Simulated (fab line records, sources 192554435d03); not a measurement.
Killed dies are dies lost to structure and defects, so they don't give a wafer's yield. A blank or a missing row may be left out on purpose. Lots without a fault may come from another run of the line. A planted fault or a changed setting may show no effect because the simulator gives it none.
fab line records | flow n5_finfet | part 2 of 2: steps 5 to 6 of 6
record lots=24 wafers=72 last_day=20
route steps=1938 shown BEOL_M10@1486 BEOL_M11@1549 BEOL_M12@1615
lots that met no fault: from a run of the same line without faults
start_h: hours from the record's first day to the start of the lot's first wafer shown | wait_h: hours since the lot's step before | " the same as in the row above | L1.1+2: a row that stands for several wafers | - no value, or no start given | * or withheld: withheld | < > ~ a bound
route shown NAME@n: a module of which the file shows steps, and the number in the route of the first | usual: mean/standard deviation of fault-free wafers | same: alike in all rows | chamber/n: place in a boat | sites: the reading at each site | _std_site: their standard deviation | _edge_site: outer sites' mean less inner sites' | radius_mm: how far each site lies from the wafer's centre | mask NAME#n: copy n | behind: the tool/chamber that last shaped the wafer | hold: why the lot was held/for how many hours/how that ended | device: the transistor (n, p or np) that didn't switch | end of line: the same wafers' tests at the end of the route | a step without rows: its recipe alone | killed: dies lost to structure and defects at the first sort, not the wafer's yield | map: a wafer's dies, x killed, . not, _ none there
set.NAME: the setting as run; set.NAME@STEP: as run at that earlier step | model.NAME: the simulator's own value behind a step, which no gauge read
steps of the route over a sample of lots; a table a step, a row a wafer
services: from which hour (start_h, from the record's first day; less than 0 if before it) a tool's chamber was out of use, for how many hours, and why
## steps
# step N5_BEOL_M11_CMP_52
# recipe stop_on=SiCOH_lowk t_overpolish_s=7 down_force_psi=1 platen_rpm=50 clearing_platen_down_force_psi=1.5 clearing_platen_rpm=50 post_cmp_clean=cu_alkaline target_thk_nm=140 clearing_platen_pad_velocity_m_s=0.99484 pad_velocity_m_s=0.99484
# usual barrier_field_endpoint_s=28.9/0.75 motor_current_A=5.8/0.67 overpolish_run_s=6.999/0.0097 time_to_endpoint_s=66.1/2.8
# columns lot.wafer tool chamber start_h wait_h barrier_field_endpoint_s motor_current_A overpolish_run_s time_to_endpoint_s
L074.3 cmp-01 2 257.10 0.2 28.9 5.6 7.004 68.9
L074.1 " 1 " " 28.4 6.4 7.007 68.4
L074.5 " 2 " " 28.5 5.6 6.990 66.1
L079.3 cmp-02 0 262.10 0.2 29.2 5.7 7.016 70.1
L079.1 " 2 " " 29.2 5.8 6.989 71.1
L079.5 " 0 " " 29.9 5.5 6.988 69.8
L077.2 cmp-04 2 263.68 0.2 28.8 6.0 6.995 66.7
L077.5 " 2 " " 29.0 5.9 6.999 62.5
L077.6 " 3 " " 29.3 6.3 7.004 66.6
L076.4 cmp-04 2 263.91 0.3 29.2 6.0 7.008 63.8
L076.1 " 3 " " 28.5 6.6 7.006 67.5
L076.2 " 1 " " 28.3 5.2 7.021 66.5
L075.3 cmp-02 3 270.35 0.2 30.7 5.5 7.009 73.1
L075.2 " 1 " " 29.2 6.6 7.029 70.3
L075.6 " 2 " " 30.3 5.8 6.996 74.1
L078.1 cmp-01 3 279.15 0.5 29.1 4.7 6.997 67.0
L078.4 " 0 " " 29.3 4.4 7.004 66.7
L078.6 " 0 " " 29.5 4.8 6.997 66.9
L080.3 cmp-04 1 287.91 0.2 28.3 5.1 6.986 64.3
L080.1 " 2 " " 28.2 6.1 7.008 64.1
L080.5 " 3 " " 28.1 6.1 7.005 62.2
L081.2 cmp-02 3 291.90 0.3 27.9 5.5 6.999 63.9
L081.5 " 3 " " 28.7 5.5 6.994 64.6
L081.6 " 0 " " 28.0 5.5 7.001 64.8
L082.3 cmp-02 2 316.51 0.2 29.3 5.8 6.999 67.9
L082.2 " 0 " " 28.2 6.0 7.001 66.2
L082.5 " 2 " " 29.9 6.1 6.985 69.0
L085.2 cmp-04 3 317.75 0.2 28.6 6.5 6.985 64.9
L085.3 " 1 " " 28.2 5.2 7.001 62.5
L085.4 " 2 " " 28.5 6.0 6.997 62.2
L084.4 cmp-01 3 350.89 0.2 28.7 4.8 7.003 66.2
L084.2 " 1 " " 28.9 6.3 7.008 68.4
L084.5 " 2 " " 28.6 5.4 6.997 66.2
L086.2 cmp-04 2 351.83 0.2 28.8 6.3 6.993 66.1
L086.3 " 0 " " 28.8 6.6 7.027 65.7
L086.4 " 1 " " 28.8 5.1 6.980 65.3
L089.2 cmp-02 3 358.29 0.2 27.9 5.3 6.985 61.9
L089.3 " 1 " " 27.7 6.4 7.007 62.5
L089.5 " 3 " " 27.8 5.4 7.008 59.6
L083.4 cmp-01 1 363.66 0.2 29.8 6.4 6.993 67.6
L083.3 " 2 " " 29.8 5.5 7.023 69.1
L083.5 " 0 " " 30.1 4.9 7.012 67.7
L088.4 cmp-02 1 368.42 0.1 29.1 6.8 7.008 65.2
L088.1 " 2 " " 29.0 6.0 6.986 64.7
L088.2 " 0 " " 27.5 5.6 6.990 60.4
L087.1 cmp-04 3 370.67 0.3 28.0 6.0 6.992 63.4
L087.4 " 0 " " 27.5 7.2 6.994 59.7
L087.6 " 2 " " 27.5 6.4 6.997 64.0
L090.2 cmp-02 2 375.40 0.2 28.0 5.9 7.005 65.7
L090.3 " 3 " " 28.5 5.1 7.013 66.8
L090.6 " 2 " " 29.4 6.1 6.996 67.4
L093.3 cmp-04 2 394.72 0.2 29.0 6.3 7.001 67.0
L093.4 " 3 " " 30.0 6.1 7.007 66.8
L093.5 " 1 " " 29.4 5.4 7.017 68.1
L092.1 cmp-01 3 397.52 0.3 29.8 4.6 6.999 67.2
L092.2 " 1 " " 29.6 6.5 6.989 66.8
L092.6 " 0 " " 29.8 4.9 7.028 64.6
L094.2 cmp-01 3 404.17 0.2 28.3 5.0 7.001 65.8
L094.1 " 0 " " 28.2 4.7 7.002 64.7
L094.3 " 2 " " 28.8 5.5 6.998 67.1
L091.1 cmp-02 1 404.62 0.3 28.3 6.5 7.000 66.6
L091.3 " 3 " " 28.3 5.4 7.012 66.9
L091.6 " 2 " " 28.0 6.0 6.997 64.2
L097.2 cmp-04 0 412.96 0.3 28.6 6.3 6.995 65.8
L097.1 " 1 " " 30.0 5.3 7.009 69.3
L097.5 " 3 " " 30.0 6.1 7.009 71.9
L095.4 cmp-04 3 414.23 0.1 30.3 6.3 6.989 63.8
L095.5 " 3 " " 29.7 6.2 7.006 66.1
L095.6 " 0 " " 28.8 7.1 7.011 66.2
L096.3 cmp-02 1 429.89 0.2 27.8 6.6 6.998 63.6
L096.2 " 2 " " 27.8 5.9 6.989 62.9
L096.6 " 1 " " 28.2 6.5 7.000 64.5
# step N5_BEOL_M12_DESCUM_15
# recipe chemistry=O2 time_s=7.9 source_power_w=50 bias_power_w=20 pressure_mtorr=20 rf_frequency_hz=2.712e+07 temp_c=40 o2_flow_sccm=225
# usual drypump_motor_current_A=5.8/0.54 oes_product_au=0.78/0.073 rf_vpp_V=243.0/1.1 showerhead_plenum_p_Torr=2.09/0.053 throttle_valve_pct=20.51/0.25
# columns lot.wafer tool chamber start_h wait_h drypump_motor_current_A oes_product_au rf_hours_counter_h rf_vpp_V showerhead_plenum_p_Torr throttle_valve_pct
L074.1 rie_diel-05 0 258.54 0.3 5.7 0.79 99 243.1 2.20 20.55
L074.3 " 3 " " 5.9 0.78 117 240.8 2.02 20.64
L074.5 " 3 " " 6.0 0.77 - 243.4 2.02 20.64
L079.1 rie_diel-05 2 263.24 0.0 6.0 0.71 223 243.5 2.16 20.82
L079.3 " 0 " " 5.7 0.79 101 245.1 2.20 20.55
L079.5 " 3 " " 6.0 0.78 - 241.3 2.02 20.64
L077.2 rie_diel-01 0 264.85 0.1 6.5 0.81 85 241.9 2.03 20.38
L077.5 " 3 " " 5.2 0.73 - 243.9 2.09 20.78
L077.6 " 2 " " 5.0 0.93 - 244.3 2.14 20.05
L076.1 rie_diel-05 3 265.26 0.3 6.0 0.79 120 242.5 2.02 20.65
L076.2 " 2 " " 6.0 0.71 224 242.7 2.16 20.80
L076.4 " 1 " " 6.6 0.76 166 241.0 2.09 20.31
L075.2 rie_diel-01 2 271.33 0.0 5.0 0.93 17 244.2 2.14 20.05
L075.3 " 1 " " 5.6 0.72 205 242.2 2.09 20.73
L075.6 " 2 " " 5.0 0.94 - 244.3 2.14 20.05
L078.1 rie_diel-01 3 280.28 0.0 5.2 0.72 166 242.2 2.08 20.78
L078.4 " 2 " " 5.0 0.93 20 243.6 2.14 20.06
L078.6 " 3 " " 5.2 0.73 - 243.6 2.08 20.77
L080.1 rie_diel-05 2 288.89 0.1 6.0 0.71 232 243.5 2.16 20.81
L080.3 " 1 " " 6.6 0.75 174 243.4 2.09 20.32
L080.5 " 1 " " 6.6 0.75 - 243.2 2.08 20.33
L081.2 rie_diel-05 3 293.04 0.1 6.0 0.78 129 240.5 2.01 20.66
L081.5 " 0 " " 5.7 0.79 - 244.4 2.19 20.59
L081.6 " 1 " " 6.6 0.75 - 243.0 2.09 20.32
L082.2 rie_diel-01 2 317.64 0.0 5.0 0.90 33 243.2 2.14 20.09
L082.3 " 1 " " 5.7 0.72 219 243.4 2.08 20.76
L082.5 " 2 " " 5.0 0.91 - 241.9 2.14 20.09
L085.2 rie_diel-05 1 318.76 0.0 6.6 0.74 183 241.7 2.08 20.34
L085.3 " 3 " " 5.9 0.76 137 241.8 2.01 20.69
L085.4 " 1 " " 6.6 0.74 - 242.6 2.08 20.37
L084.2 rie_diel-01 3 351.99 0.0 5.2 0.70 190 242.8 2.08 20.82
L084.4 " 0 " " 6.5 0.78 114 242.0 2.02 20.41
L084.5 " 2 " " 5.0 0.88 - 244.6 2.13 20.11
L086.2 rie_diel-01 3 352.96 0.0 5.2 0.71 191 242.1 2.08 20.82
L086.3 " 0 " " 6.5 0.78 114 241.4 2.02 20.43
L086.4 " 1 " " 5.6 0.70 230 243.8 2.08 20.78
L089.2 rie_diel-04 3 359.26 0.0 5.5 0.84 79 243.8 2.11 20.33
L089.3 " 1 " " 6.2 0.86 47 241.7 2.03 20.22
L089.5 " 0 " " 6.2 0.84 - 242.9 2.13 20.26
L083.3 rie_diel-01 2 364.63 0.0 5.0 0.88 47 244.7 2.13 20.09
L083.4 " 3 " " 5.2 0.71 194 243.4 2.07 20.81
L083.5 " 3 " " 5.2 0.70 - 243.9 2.07 20.82
L088.1 rie_diel-01 1 369.43 0.0 5.6 0.70 235 243.5 2.08 20.77
L088.2 " 0 " " 6.5 0.79 120 242.6 2.02 20.43
L088.4 " 2 " " 5.0 0.87 49 242.9 2.13 20.12
L087.1 rie_diel-04 2 371.65 0.0 5.6 0.66 241 242.9 2.06 20.78
L087.4 " 1 " " 6.2 0.85 51 242.8 2.03 20.23
L087.6 " 0 " " 6.2 0.83 - 243.6 2.12 20.26
L090.2 rie_diel-04 0 376.51 0.0 6.2 0.83 56 244.6 2.12 20.27
L090.3 " 1 " " 6.2 0.85 53 243.2 2.03 20.24
L090.6 " 3 " " 5.5 0.83 - 244.1 2.11 20.33
L093.3 rie_diel-04 0 395.76 0.0 6.2 0.83 61 243.3 2.12 20.27
L093.4 " 1 " " 6.2 0.85 58 242.6 2.03 20.26
L093.5 " 3 " " 5.5 0.82 - 242.4 2.11 20.35
L092.1 rie_diel-04 0 398.80 0.2 6.2 0.83 63 243.7 2.12 20.27
L092.2 " 2 " " 5.5 0.66 249 243.9 2.06 20.78
L092.6 " 3 " " 5.5 0.82 - 242.7 2.11 20.35
L094.1 rie_diel-01 2 405.18 0.0 5.0 0.85 62 243.9 2.13 20.14
L094.2 " 0 " " 6.5 0.76 134 242.5 2.01 20.44
L094.3 " 1 " " 5.6 0.69 249 240.9 2.07 20.79
L091.1 rie_diel-01 0 405.75 0.0 6.5 0.77 134 242.0 2.01 20.44
L091.3 " 1 " " 5.6 0.69 249 243.8 2.07 20.81
L091.6 " 3 " " 5.2 0.70 - 242.4 2.07 20.84
L097.1 rie_diel-05 0 414.07 0.0 5.7 0.74 150 242.9 2.18 20.64
L097.2 " 1 " " 6.6 0.71 217 242.1 2.07 20.40
L097.5 " 2 " " 6.1 0.96 - 242.1 2.14 20.54
L095.4 rie_diel-01 2 415.46 0.1 5.0 0.84 - 243.6 2.12 20.14
L095.5 " 0 " " 6.5 0.77 - 242.3 2.01 20.46
L095.6 " 3 " " 5.2 0.69 - 241.6 2.07 20.85
L096.2 rie_diel-01 3 432.53 0.4 5.2 0.68 222 241.2 2.06 20.86
L096.3 " 0 " " 6.5 0.77 147 241.6 2.01 20.47
L096.6 " 3 " " 5.2 0.68 - 242.6 2.06 20.87
## services
# columns tool chamber start_h hours kind
rie_diel-05 - 236.95 2.4 repair
cmp-01 - 244.45 9.3 pm
cmp-02 - 255.89 0.6 repair
cmp-01 - 262.96 1.1 repair
cmp-04 - 267.99 4.0 pm
cmp-02 - 275.61 1.5 repair
rie_diel-04 2 287.32 7.5 repair
cmp-02 - 295.52 9.9 pm
cmp-02 - 307.53 3.0 pm
rie_diel-04 2 308.08 5.8 repair
rie_diel-05 2 313.06 5.9 repair
cmp-01 - 323.34 3.7 repair
rie_diel-04 2 326.28 1.8 repair
cmp-01 - 331.12 4.0 pm
cmp-02 - 383.83 4.0 pm
rie_diel-04 2 401.84 - clean
rie_diel-04 2 401.84 - consumable_replace:focus_ring
rie_diel-01 1 406.85 - clean
rie_diel-01 1 406.85 - consumable_replace:focus_ring
rie_diel-05 - 414.47 4.0 pm
rie_diel-05 - 418.47 2.8 pm
rie_diel-05 0 428.66 5.9 repair
cmp-01 - 429.60 7.5 pm
rie_diel-04 - 430.76 2.8 pm
